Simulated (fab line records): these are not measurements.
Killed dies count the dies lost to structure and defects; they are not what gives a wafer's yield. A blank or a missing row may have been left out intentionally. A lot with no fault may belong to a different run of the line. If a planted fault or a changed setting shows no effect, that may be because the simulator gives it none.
fab line records	flow nand_harc
record lots=24	wafers=72	last_day=25
route steps=1159 shown P_BONDPAD@353 A_START@389 A_CHANNEL_HOLE_D1@465 A_CHANNEL_FILL_D1@495
lots that met no fault: taken from a fault-free run of the same line
start_h: the number of hours between the record's first day and the start of the first shown wafer of the lot	wait_h: hours from the lot's prior step to this one	" as in the row above	L1.1+2: several wafers, shown together as one row	- no value present, or no start provided	* or withheld: withheld	< > ~ a bound
route shown NAME@n: a module of which the file shows steps, and the number in the route of the first	usual: mean and standard deviation over wafers with no fault	same: alike in all rows	chamber/n: place in a boat	sites: per-site readings	_std_site: standard deviation across them	_edge_site: mean of outer sites minus mean of inner sites	radius_mm: how far each site lies from the wafer's centre	mask NAME#n: copy n	behind: the most recent tool/chamber to have shaped the wafer	hold: what put the lot on hold/how long, in hours/how the hold closed	device: the transistor (n, p or np) that didn't switch	end of line: the tests these same wafers got at the end of their route	a step given without rows: its recipe and nothing more	killed: dies lost to structure and defects at the first sort, not the wafer's yield	map: dies across one wafer; x = killed, . = not, _ = none there
set.NAME: the setting as run; set.NAME@STEP: as run at that earlier step	model.NAME: the simulator's own value behind a step, which no gauge read
the route's steps for a sample of lots (tables are steps, rows are wafers)
services: the hour from which a tool's chamber was out of use, counted from the record's first day as start_h (under 0 if before that day), plus the number of hours and why
## steps
# step NHARC_P_BONDPAD_THK_MEAS_33
# recipe thk_meas_gauge=ellipsometry
# usual thk_nm=200.2/1.4
lot.wafer	tool	chamber	start_h	wait_h	thk_nm
L074.1	film_metro-01	-	135.94	0.2	197.4
L074.2	"	-	"	"	200.6
L074.3	"	-	"	"	200.2
L075.1	film_metro-01	-	136.48	0.1	199.8
L075.3	"	-	"	"	200.1
L075.5	"	-	"	"	203.0
L077.2	film_metro-01	-	146.81	0.2	198.2
L077.4	"	-	"	"	196.9
L077.5	"	-	"	"	199.9
L076.2	film_metro-02	-	147.08	0.2	199.7
L076.4	"	-	"	"	200.8
L076.6	"	-	"	"	200.7
L078.2	film_metro-01	-	158.66	0.2	202.4
L078.4	"	-	"	"	199.2
L078.5	"	-	"	"	200.6
L081.1	film_metro-02	-	169.74	0.2	200.6
L081.3	"	-	"	"	200.1
L081.5	"	-	"	"	202.1
L080.1	film_metro-01	-	170.77	0.2	199.1
L080.5	"	-	"	"	201.0
L080.6	"	-	"	"	201.1
L079.1	film_metro-02	-	176.02	0.2	196.3
L079.2	"	-	"	"	199.5
L079.6	"	-	"	"	202.7
L082.2	film_metro-01	-	176.76	0.2	200.3
L082.4	"	-	"	"	200.7
L082.5	"	-	"	"	198.8
L083.1	film_metro-02	-	179.84	0.2	202.4
L083.4	"	-	"	"	200.8
L083.6	"	-	"	"	201.8
L084.1	film_metro-02	-	180.64	0.2	199.0
L084.2	"	-	"	"	199.3
L084.5	"	-	"	"	197.8
L088.1	film_metro-01	-	202.50	0.2	201.5
L088.3	"	-	"	"	199.6
L088.4	"	-	"	"	201.1
L086.1	film_metro-02	-	204.22	0.2	200.9
L086.2	"	-	"	"	200.8
L086.4	"	-	"	"	198.6
L085.1	film_metro-01	-	208.31	0.2	201.9
L085.3	"	-	"	"	200.0
L085.6	"	-	"	"	199.9
L087.2	film_metro-02	-	210.10	0.2	200.2
L087.3	"	-	"	"	200.4
L087.4	"	-	"	"	201.9
L089.2	film_metro-01	-	219.80	0.2	200.7
L089.4	"	-	"	"	197.1
L089.5	"	-	"	"	198.8
L090.2	film_metro-02	-	226.97	0.2	197.7
L090.4	"	-	"	"	200.4
L090.5	"	-	"	"	198.2
L091.1	film_metro-02	-	229.25	0.2	199.4
L091.4	"	-	"	"	197.7
L091.5	"	-	"	"	198.2
L092.1	film_metro-02	-	237.73	0.2	199.4
L092.3	"	-	"	"	200.3
L092.5	"	-	"	"	200.9
L093.1	film_metro-01	-	238.69	0.2	199.7
L093.3	"	-	"	"	198.9
L093.4	"	-	"	"	200.6
L095.2	film_metro-02	-	248.40	0.2	198.6
L095.4	"	-	"	"	200.5
L095.6	"	-	"	"	197.6
L094.1	film_metro-02	-	250.04	0.2	200.7
L094.2	"	-	"	"	202.3
L094.5	"	-	"	"	200.3
L096.1	film_metro-01	-	263.10	0.2	200.5
L096.2	"	-	"	"	200.6
L096.3	"	-	"	"	200.7
L097.2	film_metro-01	-	269.97	0.2	199.7
L097.4	"	-	"	"	199.9
L097.6	"	-	"	"	200.5
# step NHARC_P_BONDPAD_DESCUM_11
# recipe time_s=3	o2_flow_sccm=200	ar_flow_sccm=0	bias_power_w=0	chemistry=O2
# usual drypump_motor_current_A=5.6/0.5	oes_product_au=0.994/0.0086	rf_vpp_V=57.7/0.74	showerhead_plenum_p_Torr=1.88/0.079	throttle_valve_pct=11.310/0.0087
# same bias_power_w=0
lot.wafer	tool	chamber	start_h	wait_h	drypump_motor_current_A	oes_product_au	rf_hours_counter_h	rf_vpp_V	showerhead_plenum_p_Torr	throttle_valve_pct
L074.1	rie_diel-13	3	136.73	-	5.6	1.018	9	57.5	1.89	11.311
L074.2	"	0	"	"	5.4	0.992	9	56.3	1.84	11.331
L074.3	"	1	"	"	5.2	0.992	8	57.9	1.89	11.319
L075.3	rie_diel-09	3	137.14	-	6.0	0.982	5	56.5	1.85	11.304
L075.1	"	0	"	"	6.4	1.001	6	56.3	1.81	11.299
L075.5	"	3	"	"	6.0	0.991	-	57.2	1.85	11.303
L077.4	rie_diel-13	0	147.49	-	5.5	0.982	16	58.0	1.84	11.315
L077.2	"	1	"	"	5.2	0.998	14	58.8	1.89	11.312
L077.5	"	1	"	"	5.2	0.998	-	57.5	1.89	11.322
L076.2	rie_diel-09	2	147.86	-	5.4	0.994	6	58.7	1.81	11.331
L076.4	"	2	"	"	5.4	0.993	-	57.4	1.81	11.284
L076.6	"	1	"	"	4.9	0.994	-	57.8	2.00	11.312
L078.4	rie_diel-13	1	159.31	-	5.2	1.007	18	56.4	1.89	11.306
L078.2	"	0	"	"	5.4	0.985	19	58.1	1.84	11.317
L078.5	"	1	"	"	5.2	1.005	-	57.1	1.89	11.318
L081.3	rie_diel-09	0	170.53	-	6.4	0.994	10	58.4	1.81	11.304
L081.1	"	2	"	"	5.4	0.990	8	58.1	1.81	11.315
L081.5	"	3	"	"	6.0	0.987	-	57.0	1.85	11.328
L080.1	rie_diel-09	0	171.44	-	6.4	1.004	10	57.7	1.81	11.301
L080.5	"	2	"	"	5.5	0.982	-	57.5	1.81	11.315
L080.6	"	3	"	"	6.0	0.994	-	58.2	1.85	11.318
L079.1	rie_diel-09	3	176.79	-	6.0	0.982	8	56.6	1.85	11.318
L079.2	"	1	"	"	4.9	0.983	10	57.9	2.00	11.315
L079.6	"	0	"	"	6.3	0.994	-	58.3	1.81	11.302
L082.4	rie_diel-09	1	177.55	-	4.9	0.974	10	57.6	2.00	11.319
L082.2	"	2	"	"	5.5	0.986	9	58.8	1.81	11.315
L082.5	"	3	"	"	6.0	0.977	-	56.5	1.85	11.298
L083.1	rie_diel-09	0	180.51	-	6.3	0.997	11	56.7	1.81	11.318
L083.6	"	0	"	"	6.3	0.989	-	57.5	1.81	11.302
L083.4	"	1	"	"	4.9	0.986	-	58.0	2.00	11.313
L084.1	rie_diel-13	0	181.41	-	5.4	0.984	25	57.9	1.83	11.317
L084.2	"	3	"	"	5.6	1.002	24	57.8	1.88	11.302
L084.5	"	1	"	"	5.2	0.993	-	57.4	1.88	11.305
L088.3	rie_diel-09	1	203.17	-	4.9	0.996	12	59.6	2.00	11.313
L088.1	"	2	"	"	5.5	0.984	11	57.7	1.81	11.305
L088.4	"	2	"	"	5.4	0.986	-	58.3	1.81	11.311
L086.2	rie_diel-09	2	205.00	-	5.4	0.980	11	57.7	1.81	11.312
L086.1	"	0	"	"	6.4	1.001	12	57.1	1.81	11.317
L086.4	"	0	"	"	6.3	0.995	-	57.6	1.81	11.309
L085.3	rie_diel-09	2	208.98	-	5.5	0.995	11	55.7	1.81	11.327
L085.1	"	1	"	"	4.9	1.000	13	57.6	2.00	11.309
L085.6	"	0	"	"	6.3	1.001	-	57.9	1.81	11.299
L087.3	rie_diel-09	2	210.89	-	5.5	0.988	11	57.9	1.80	11.322
L087.4	"	3	"	"	6.0	0.997	9	58.2	1.85	11.298
L087.2	"	0	"	"	6.3	1.006	13	58.3	1.81	11.307
L089.4	rie_diel-09	2	220.90	-	5.4	0.997	14	58.9	1.80	11.310
L089.2	"	0	"	"	6.4	1.001	14	57.9	1.81	11.313
L089.5	"	1	"	"	4.9	0.998	-	58.5	2.00	11.299
L090.2	rie_diel-13	3	227.77	-	5.6	1.008	44	58.7	1.87	11.317
L090.4	"	0	"	"	5.5	0.987	43	56.8	1.83	11.327
L090.5	"	2	"	"	5.6	1.002	-	58.5	1.99	11.306
L091.1	rie_diel-09	1	230.04	-	4.9	0.981	17	57.4	2.00	11.298
L091.4	"	2	"	"	5.5	0.983	16	56.9	1.80	11.307
L091.5	"	0	"	"	6.4	0.994	-	58.2	1.81	11.324
L092.1	rie_diel-09	1	238.52	-	4.9	1.008	18	57.7	2.00	11.308
L092.3	"	2	"	"	5.4	0.986	16	56.8	1.80	11.289
L092.5	"	0	"	"	6.3	0.988	-	57.0	1.81	11.306
L093.3	rie_diel-09	0	239.36	-	6.3	0.996	17	56.8	1.81	11.315
L093.1	"	1	"	"	4.9	0.992	18	56.9	2.00	11.308
L093.4	"	2	"	"	5.5	0.992	17	56.8	1.80	11.329
L095.2	rie_diel-09	3	249.19	-	6.0	0.994	14	56.2	1.85	11.310
L095.4	"	0	"	"	6.3	0.995	18	56.9	1.81	11.301
L095.6	"	0	"	"	6.4	0.999	-	57.6	1.81	11.306
L094.2	rie_diel-09	3	250.70	-	6.0	0.992	15	57.8	1.85	11.317
L094.1	"	0	"	"	6.4	0.999	18	57.0	1.81	11.312
L094.5	"	0	"	"	6.3	0.996	-	57.6	1.81	11.322
L096.3	rie_diel-09	2	263.75	-	5.5	0.990	0	57.7	1.80	11.304
L096.2	"	0	"	"	6.4	1.008	0	57.4	1.81	11.305
L096.1	"	1	"	"	4.9	1.006	0	58.8	2.00	11.306
L097.2	rie_diel-13	3	270.63	-	5.6	1.007	59	58.7	1.87	11.303
L097.6	"	2	"	"	5.7	1.002	-	57.4	1.99	11.307
L097.4	"	3	"	"	5.6	1.006	-	57.0	1.87	11.313
# step NHARC_A_START_INSPECT_01
# usual raw_defect_count=3.4/1.8
lot.wafer	tool	chamber	start_h	wait_h	raw_defect_count
L074.1	defect_inspect-02	-	140.19	-	2
L074.2	"	-	"	"	4
L074.3	"	-	"	"	3
L075.1	defect_inspect-01	-	140.61	-	4
L075.3	"	-	"	"	5
L075.5	"	-	"	"	5
L077.2	defect_inspect-02	-	150.71	-	3
L077.4	"	-	"	"	3
L077.5	"	-	"	"	2
L076.2	defect_inspect-02	-	151.21	-	6
L076.4	"	-	"	"	5
L076.6	"	-	"	"	2
L078.2	defect_inspect-02	-	162.42	-	4
L078.4	"	-	"	"	1
L078.5	"	-	"	"	6
L081.1	defect_inspect-02	-	173.57	-	6
L081.3	"	-	"	"	6
L081.5	"	-	"	"	2
L080.1	defect_inspect-01	-	174.50	-	3
L080.5	"	-	"	"	0
L080.6	"	-	"	"	3
L079.1	defect_inspect-02	-	179.86	-	4
L079.2	"	-	"	"	3
L079.6	"	-	"	"	3
L082.2	defect_inspect-01	-	180.59	-	4
L082.4	"	-	"	"	4
L082.5	"	-	"	"	6
L083.1	defect_inspect-01	-	183.56	-	2
L083.4	"	-	"	"	3
L083.6	"	-	"	"	0
L084.1	defect_inspect-01	-	184.53	-	5
L084.2	"	-	"	"	4
L084.5	"	-	"	"	2
L088.1	defect_inspect-02	-	206.31	-	4
L088.3	"	-	"	"	2
L088.4	"	-	"	"	5
L086.1	defect_inspect-02	-	208.29	-	7
L086.2	"	-	"	"	4
L086.4	"	-	"	"	5
L085.1	defect_inspect-02	-	212.08	-	4
L085.3	"	-	"	"	4
L085.6	"	-	"	"	2
L087.2	defect_inspect-01	-	213.96	-	4
L087.3	"	-	"	"	9
L087.4	"	-	"	"	4
L089.2	defect_inspect-01	-	225.33	-	3
L089.4	"	-	"	"	3
L089.5	"	-	"	"	2
L090.2	defect_inspect-01	-	231.12	-	2
L090.4	"	-	"	"	6
L090.5	"	-	"	"	4
L091.1	defect_inspect-02	-	233.15	-	4
L091.4	"	-	"	"	7
L091.5	"	-	"	"	1
L092.1	defect_inspect-01	-	241.57	-	3
L092.3	"	-	"	"	4
L092.5	"	-	"	"	5
L093.1	defect_inspect-01	-	242.39	-	4
L093.3	"	-	"	"	4
L093.4	"	-	"	"	4
L095.2	defect_inspect-01	-	252.24	-	3
L095.4	"	-	"	"	3
L095.6	"	-	"	"	6
L094.1	defect_inspect-01	-	253.74	-	1
L094.2	"	-	"	"	6
L094.5	"	-	"	"	1
L096.1	defect_inspect-01	-	266.98	-	2
L096.2	"	-	"	"	5
L096.3	"	-	"	"	2
L097.2	defect_inspect-02	-	273.69	-	2
L097.4	"	-	"	"	2
L097.6	"	-	"	"	2
# step NHARC_A_CHANNEL_HOLE_D1_DESCUM_15
# recipe time_s=3	o2_flow_sccm=200	ar_flow_sccm=0	bias_power_w=0	chemistry=O2
# usual drypump_motor_current_A=5.7/0.54	oes_product_au=1.002/0.0087	rf_vpp_V=57.7/0.83	showerhead_plenum_p_Torr=1.90/0.079	throttle_valve_pct=11.311/0.0089
# same bias_power_w=0
lot.wafer	tool	chamber	start_h	wait_h	drypump_motor_current_A	oes_product_au	rf_hours_counter_h	rf_vpp_V	showerhead_plenum_p_Torr	throttle_valve_pct
L074.2	rie_diel-07	2	181.25	0.1	6.5	1.019	8	56.4	1.79	11.290
L074.3	"	3	"	"	6.5	0.999	9	57.1	1.93	11.314
L074.1	"	1	"	"	5.5	1.006	8	59.2	2.04	11.312
L075.1	rie_diel-07	3	183.26	0.1	6.5	0.998	9	57.8	1.93	11.313
L075.3	"	0	"	"	6.2	0.993	9	58.6	2.00	11.312
L075.5	"	3	"	"	6.5	0.988	-	58.4	1.93	11.330
L076.2	rie_diel-10	0	194.06	0.1	5.3	1.016	1	58.0	1.82	11.298
L076.4	"	1	"	"	5.5	0.991	1	57.3	1.89	11.296
L076.6	"	3	"	"	5.1	1.005	-	59.0	1.97	11.310
L077.4	rie_diel-07	3	194.30	0.1	6.5	0.979	11	57.0	1.93	11.300
L077.2	"	0	"	"	6.1	0.983	10	56.7	2.00	11.315
L077.5	"	2	"	"	6.5	0.997	-	56.9	1.79	11.308
L078.2	rie_diel-07	3	201.81	0.1	6.5	0.991	11	57.4	1.93	11.308
L078.4	"	1	"	"	5.5	1.004	10	58.6	2.04	11.322
L078.5	"	2	"	"	6.4	1.016	-	58.0	1.79	11.318
L080.1	rie_diel-07	0	214.16	0.1	6.2	0.999	11	57.6	2.00	11.319
L080.6	"	3	"	"	6.5	0.991	-	58.0	1.93	11.306
L080.5	"	0	"	"	6.2	0.989	-	58.4	2.00	11.322
L081.1	rie_diel-10	3	214.92	0.1	5.1	1.001	2	58.5	1.97	11.307
L081.3	"	0	"	"	5.3	1.014	2	57.6	1.82	11.325
L081.5	"	3	"	"	5.1	1.001	-	57.2	1.97	11.315
L084.2	rie_diel-12	0	220.57	0.1	6.3	1.022	0	58.0	1.85	11.292
L084.1	"	1	"	"	4.9	0.993	0	58.5	1.94	11.315
L084.5	"	3	"	"	5.4	0.995	-	58.4	1.81	11.311
L082.2	rie_diel-10	3	220.71	0.1	5.1	1.014	3	57.9	1.97	11.292
L082.4	"	2	"	"	5.7	1.012	3	56.4	1.86	11.320
L082.5	"	0	"	"	5.3	1.013	-	58.5	1.82	11.308
L079.1	rie_diel-07	2	221.25	0.1	6.4	1.012	12	56.1	1.79	11.305
L079.2	"	3	"	"	6.5	0.988	13	57.6	1.93	11.314
L079.6	"	2	"	"	6.4	1.016	-	57.5	1.79	11.312
L083.4	rie_diel-12	2	223.03	0.1	5.2	1.005	1	56.1	1.87	11.320
L083.1	"	1	"	"	4.9	1.008	1	58.4	1.94	11.311
L083.6	"	2	"	"	5.2	1.013	-	57.8	1.87	11.304
L086.1	rie_diel-12	1	244.91	0.1	4.9	0.997	2	58.0	1.94	11.294
L086.2	"	3	"	"	5.4	1.001	2	58.1	1.81	11.302
L086.4	"	0	"	"	6.3	1.007	2	57.4	1.85	11.312
L088.4	rie_diel-07	3	245.37	0.1	6.5	1.003	0	57.3	1.93	11.303
L088.3	"	0	"	"	6.2	1.005	0	57.5	2.00	11.317
L088.1	"	1	"	"	5.5	1.007	0	56.9	2.04	11.305
L087.3	rie_diel-07	3	251.40	0.1	6.5	1.000	1	56.7	1.93	11.322
L087.4	"	0	"	"	6.1	0.998	0	58.3	2.00	11.315
L087.2	"	2	"	"	6.4	1.008	1	56.9	1.79	11.314
L085.3	rie_diel-10	3	251.58	0.1	5.1	1.004	6	58.5	1.97	11.317
L085.1	"	0	"	"	5.3	0.998	6	56.6	1.82	11.313
L085.6	"	2	"	"	5.7	0.995	-	57.1	1.86	11.325
L089.2	rie_diel-12	2	266.66	0.1	5.2	1.006	3	58.5	1.87	11.310
L089.4	"	0	"	"	6.3	1.003	3	57.8	1.85	11.299
L089.5	"	1	"	"	4.9	0.995	-	57.0	1.94	11.315
L091.1	rie_diel-07	3	272.44	0.1	6.5	1.003	2	58.4	1.93	11.307
L091.4	"	1	"	"	5.5	1.001	-	58.3	2.04	11.315
L091.5	"	3	"	"	6.5	0.998	-	58.3	1.93	11.315
L090.2	rie_diel-10	2	273.13	0.1	5.8	1.013	7	55.8	1.86	11.305
L090.4	"	3	"	"	5.1	1.018	-	58.9	1.97	11.322
L090.5	"	0	"	"	5.3	1.000	-	57.4	1.82	11.314
L093.1	rie_diel-07	0	281.38	0.1	6.2	1.006	3	57.5	2.00	11.307
L093.3	"	1	"	"	5.5	0.995	2	58.7	2.04	11.288
L093.4	"	3	"	"	6.5	0.994	3	57.1	1.93	11.305
L092.1	rie_diel-10	0	281.54	0.1	5.3	1.009	9	58.4	1.82	11.305
L092.3	"	1	"	"	5.5	0.989	7	57.1	1.89	11.310
L092.5	"	0	"	"	5.3	1.001	-	57.4	1.82	11.317
L094.2	rie_diel-10	0	292.04	0.1	5.3	0.999	10	58.0	1.82	11.320
L094.1	"	2	"	"	5.7	0.999	9	58.1	1.86	11.302
L094.5	"	3	"	"	5.1	1.000	-	59.1	1.97	11.315
L095.2	rie_diel-12	1	292.26	0.1	4.9	0.993	4	58.7	1.94	11.324
L095.4	"	2	"	"	5.2	0.994	4	58.4	1.87	11.320
L095.6	"	1	"	"	4.9	0.994	-	57.4	1.94	11.329
L096.1	rie_diel-10	3	310.57	0.1	5.1	1.020	11	57.9	1.97	11.305
L096.2	"	0	"	"	5.3	1.001	11	57.6	1.81	11.332
L096.3	"	1	"	"	5.6	0.991	10	58.6	1.89	11.325
L097.2	rie_diel-12	1	313.19	0.1	4.9	0.996	6	58.7	1.94	11.309
L097.4	"	2	"	"	5.2	0.990	6	57.8	1.87	11.307
L097.6	"	0	"	"	6.3	0.993	-	58.1	1.85	11.316
# step NHARC_A_CHANNEL_FILL_D1_ALD_15
# recipe target_thk_a=20	pulse_time_s=60	ald_cycles=19	temp_c=630	pressure_torr=2	material=SiNx
# usual precursor_pulse_height_rel=0.997/0.022
lot.wafer	tool	chamber	start_h	wait_h	precursor_pulse_height_rel
L074.1	ald_sin_batch-02	0	-	-	0.975
L074.2	"	0	"	"	1.060
L074.3	"	0	"	"	1.011
L075.1	ald_sin_batch-01	0	-	-	1.010
L075.3	"	0	"	"	0.985
L075.5	"	0	"	"	0.994
L076.2	ald_sin_batch-01	0	-	-	0.960
L076.4	"	0	"	"	1.023
L076.6	"	0	"	"	0.958
L077.2	ald_sin_batch-01	0	-	-	0.988
L077.4	"	0	"	"	1.026
L077.5	"	0	"	"	0.998
L078.2	ald_sin_batch-02	0	-	-	0.996
L078.4	"	0	"	"	1.011
L078.5	"	0	"	"	0.982
L080.1	ald_sin_batch-02	0	-	-	1.015
L080.5	"	0	"	"	1.005
L080.6	"	0	"	"	1.011
L081.1	ald_sin_batch-02	0	-	-	0.964
L081.3	"	0	"	"	0.997
L081.5	"	0	"	"	1.020
L082.2	ald_sin_batch-01	0	-	-	0.958
L082.4	"	0	"	"	1.053
L082.5	"	0	"	"	0.993
L084.1	ald_sin_batch-01	0	-	-	1.009
L084.2	"	0	"	"	1.005
L084.5	"	0	"	"	0.994
L079.1	ald_sin_batch-02	0	-	-	0.986
L079.2	"	0	"	"	0.994
L079.6	"	0	"	"	0.985
L083.1	ald_sin_batch-03	0	-	-	0.992
L083.4	"	0	"	"	1.023
L083.6	"	0	"	"	0.983
L086.1	ald_sin_batch-03	0	-	-	1.018
L086.2	"	0	"	"	0.983
L086.4	"	0	"	"	1.042
L088.1	ald_sin_batch-03	0	-	-	0.994
L088.3	"	0	"	"	1.014
L088.4	"	0	"	"	0.985
L085.1	ald_sin_batch-01	0	-	-	1.022
L085.3	"	0	"	"	1.009
L085.6	"	0	"	"	0.979
L087.2	ald_sin_batch-01	0	-	-	0.988
L087.3	"	0	"	"	0.964
L087.4	"	0	"	"	0.980
L089.2	ald_sin_batch-03	0	-	-	0.984
L089.4	"	0	"	"	0.978
L089.5	"	0	"	"	1.036
L090.2	ald_sin_batch-01	0	-	-	0.953
L090.4	"	0	"	"	1.008
L090.5	"	0	"	"	1.010
L091.1	ald_sin_batch-01	0	-	-	1.004
L091.4	"	0	"	"	0.968
L091.5	"	0	"	"	0.992
L092.1	ald_sin_batch-03	0	-	-	0.973
L092.3	"	0	"	"	0.989
L092.5	"	0	"	"	0.989
L093.1	ald_sin_batch-03	0	-	-	1.006
L093.3	"	0	"	"	0.996
L093.4	"	0	"	"	1.029
L094.1	ald_sin_batch-02	0	-	-	0.997
L094.2	"	0	"	"	0.974
L094.5	"	0	"	"	0.990
L095.2	ald_sin_batch-02	0	-	-	0.975
L095.4	"	0	"	"	1.032
L095.6	"	0	"	"	1.001
L096.1	ald_sin_batch-01	0	-	-	0.999
L096.2	"	0	"	"	0.976
L096.3	"	0	"	"	0.957
L097.2	ald_sin_batch-01	0	-	-	0.980
L097.4	"	0	"	"	0.993
L097.6	"	0	"	"	1.027
# step NHARC_A_CHANNEL_FILL_D1_STRIP_28
# recipe time_s=20	o2_flow_sccm=500	ar_flow_sccm=0	bias_w=0	chemistry=O2
# usual drypump_motor_current_A=5.9/0.57	oes_product_au=0.998/0.0084	rf_vpp_V=57.7/0.82	showerhead_plenum_p_Torr=3.56/0.15	throttle_valve_pct=17.036/0.0088
# same bias_w=0
lot.wafer	tool	chamber	start_h	wait_h	drypump_motor_current_A	oes_product_au	rf_hours_counter_h	rf_vpp_V	showerhead_plenum_p_Torr	throttle_valve_pct
L075.3	rie_diel-02	0	216.90	0.1	6.8	0.999	2	58.5	3.41	17.045
L075.1	"	1	"	"	5.7	0.995	1	58.1	3.77	17.018
L075.5	"	3	"	"	6.4	1.000	-	56.6	3.32	17.037
L074.3	rie_diel-11	0	216.99	0.1	6.0	1.003	5	57.3	3.54	17.036
L074.1	"	1	"	"	6.6	0.980	5	58.1	3.56	17.037
L074.2	"	2	"	"	5.3	0.997	4	58.5	3.67	17.028
L077.4	rie_diel-01	2	225.24	0.1	5.3	0.996	2	59.6	3.54	17.020
L077.2	"	3	"	"	5.2	1.011	2	57.1	3.57	17.049
L077.5	"	2	"	"	5.3	0.991	-	57.3	3.54	17.022
L076.4	rie_diel-11	0	225.27	0.1	6.0	1.001	6	58.1	3.54	17.044
L076.2	"	2	"	"	5.3	0.996	5	58.3	3.67	17.040
L076.6	"	3	"	"	6.0	1.014	-	56.8	3.46	17.024
L078.2	rie_diel-02	0	234.73	0.1	6.8	0.995	3	58.0	3.41	17.040
L078.4	"	2	"	"	6.1	0.984	3	57.4	3.48	17.043
L078.5	"	1	"	"	5.7	0.991	-	58.8	3.77	17.055
L080.1	rie_diel-02	2	245.44	0.1	6.1	1.004	4	57.1	3.48	17.025
L080.6	"	1	"	"	5.7	0.987	-	57.7	3.77	17.049
L080.5	"	2	"	"	6.1	0.999	-	57.2	3.48	17.032
L081.3	rie_diel-01	2	245.47	0.1	5.4	0.998	2	57.1	3.54	17.038
L081.1	"	3	"	"	5.3	1.008	3	58.1	3.57	17.044
L081.5	"	2	"	"	5.4	0.997	-	57.4	3.54	17.032
L082.4	rie_diel-02	3	251.85	0.1	6.4	1.005	4	57.4	3.32	17.036
L082.2	"	0	"	"	6.8	0.996	4	57.3	3.41	17.043
L082.5	"	3	"	"	6.4	0.998	-	58.5	3.32	17.031
L084.1	rie_diel-01	1	251.87	0.1	5.7	0.993	3	57.4	3.71	17.039
L084.2	"	2	"	"	5.4	0.997	2	58.5	3.54	17.033
L084.5	"	1	"	"	5.7	0.997	-	57.6	3.71	17.041
L079.2	rie_diel-02	3	258.52	0.1	6.4	0.987	4	57.8	3.32	17.042
L079.1	"	0	"	"	6.8	0.999	4	58.1	3.41	17.046
L079.6	"	2	"	"	6.1	1.005	-	57.6	3.48	17.033
L083.4	rie_diel-01	3	258.52	0.1	5.3	1.016	3	58.4	3.56	17.036
L083.1	"	0	"	"	4.9	0.996	3	58.4	3.77	17.043
L083.6	"	2	"	"	5.3	1.007	-	58.7	3.54	17.049
L086.1	rie_diel-01	1	277.31	0.1	5.7	0.994	3	58.9	3.71	17.018
L086.4	"	3	"	"	5.3	1.001	3	58.4	3.56	17.033
L086.2	"	0	"	"	4.9	0.986	3	57.7	3.77	17.032
L088.3	rie_diel-02	0	277.33	0.1	6.8	1.003	4	57.0	3.41	17.046
L088.1	"	1	"	"	5.7	1.004	3	57.8	3.77	17.037
L088.4	"	1	"	"	5.7	1.004	-	56.2	3.77	17.033
L087.4	rie_diel-01	0	284.08	0.1	5.0	0.992	4	59.5	3.77	17.032
L087.2	"	1	"	"	5.7	1.001	3	57.6	3.71	17.039
L087.3	"	3	"	"	5.3	1.008	3	58.0	3.56	17.040
L085.1	rie_diel-02	3	284.08	0.1	6.3	0.999	5	57.4	3.32	17.028
L085.3	"	2	"	"	6.1	0.998	4	57.6	3.48	17.017
L085.6	"	0	"	"	6.8	1.004	-	58.3	3.41	17.030
L089.2	rie_diel-01	1	297.84	0.1	5.7	1.001	4	58.0	3.71	17.034
L089.4	"	2	"	"	5.4	1.004	3	58.7	3.54	17.040
L089.5	"	1	"	"	5.7	1.002	-	58.2	3.71	17.035
L091.4	rie_diel-01	1	304.52	0.1	5.7	1.007	4	58.4	3.71	17.040
L091.1	"	2	"	"	5.3	1.012	3	58.1	3.54	17.049
L091.5	"	2	"	"	5.4	1.011	-	57.4	3.54	17.025
L090.4	rie_diel-02	1	304.53	0.1	5.7	0.976	5	59.0	3.77	17.026
L090.2	"	2	"	"	6.1	0.993	5	57.6	3.48	17.035
L090.5	"	3	"	"	6.4	0.992	-	56.9	3.32	17.044
L093.1	rie_diel-02	0	312.88	0.1	6.8	1.005	6	56.9	3.41	17.036
L093.3	"	2	"	"	6.1	1.001	5	57.5	3.48	17.052
L093.4	"	3	"	"	6.4	0.998	6	57.4	3.32	17.037
L092.1	rie_diel-01	1	312.88	0.1	5.7	1.004	4	56.7	3.71	17.031
L092.3	"	3	"	"	5.3	1.002	4	58.4	3.56	17.025
L092.5	"	0	"	"	4.9	0.989	-	57.6	3.77	17.037
L094.1	rie_diel-02	3	323.45	0.1	6.4	0.996	6	57.6	3.32	17.048
L094.2	"	0	"	"	6.8	0.997	6	58.1	3.41	17.026
L094.5	"	0	"	"	6.8	0.990	-	57.8	3.41	17.032
L095.2	rie_diel-02	1	323.49	0.1	5.7	0.989	5	58.1	3.77	17.028
L095.4	"	2	"	"	6.1	1.006	6	58.1	3.48	17.040
L095.6	"	3	"	"	6.4	0.991	-	56.2	3.32	17.038
L096.3	rie_diel-01	0	348.51	0.1	4.9	0.995	1	59.1	3.77	17.040
L096.2	"	2	"	"	5.4	0.997	1	58.9	3.54	17.048
L096.1	"	3	"	"	5.3	0.994	1	56.9	3.56	17.032
L097.2	rie_diel-11	3	353.03	0.1	6.0	1.012	32	57.8	3.45	17.043
L097.6	"	3	"	"	6.0	0.999	-	56.3	3.45	17.038
L097.4	"	0	"	"	6.0	1.001	-	56.3	3.52	17.048
## services
tool	chamber	start_h	hours	kind
rie_diel-07	-	129.04	0.4	repair
rie_diel-09	2	132.54	5.3	repair
rie_diel-01	-	137.80	9.0	pm
rie_diel-09	3	138.03	15.4	repair
rie_diel-02	2	141.02	13.8	repair
rie_diel-02	-	149.82	0.2	repair
rie_diel-02	-	150.83	9.0	pm
rie_diel-09	3	179.25	3.7	repair
rie_diel-02	1	189.21	16.7	repair
rie_diel-01	2	201.17	19.7	repair
rie_diel-09	3	203.13	6.7	repair
rie_diel-02	1	214.05	1.4	repair
rie_diel-09	0	214.62	4.3	repair
rie_diel-07	-	228.24	9.0	pm
rie_diel-02	-	240.92	0.3	repair
rie_diel-09	-	254.10	9.0	pm
rie_diel-01	1	259.05	1.5	repair
rie_diel-07	1	263.85	7.2	repair
rie_diel-02	2	269.28	10.3	repair
rie_diel-07	2	270.75	6.2	repair
rie_diel-07	3	294.09	10.1	repair
rie_diel-01	-	314.80	9.0	pm
rie_diel-02	-	327.85	9.0	pm
rie_diel-07	2	333.30	1.8	repair
## key
fault none
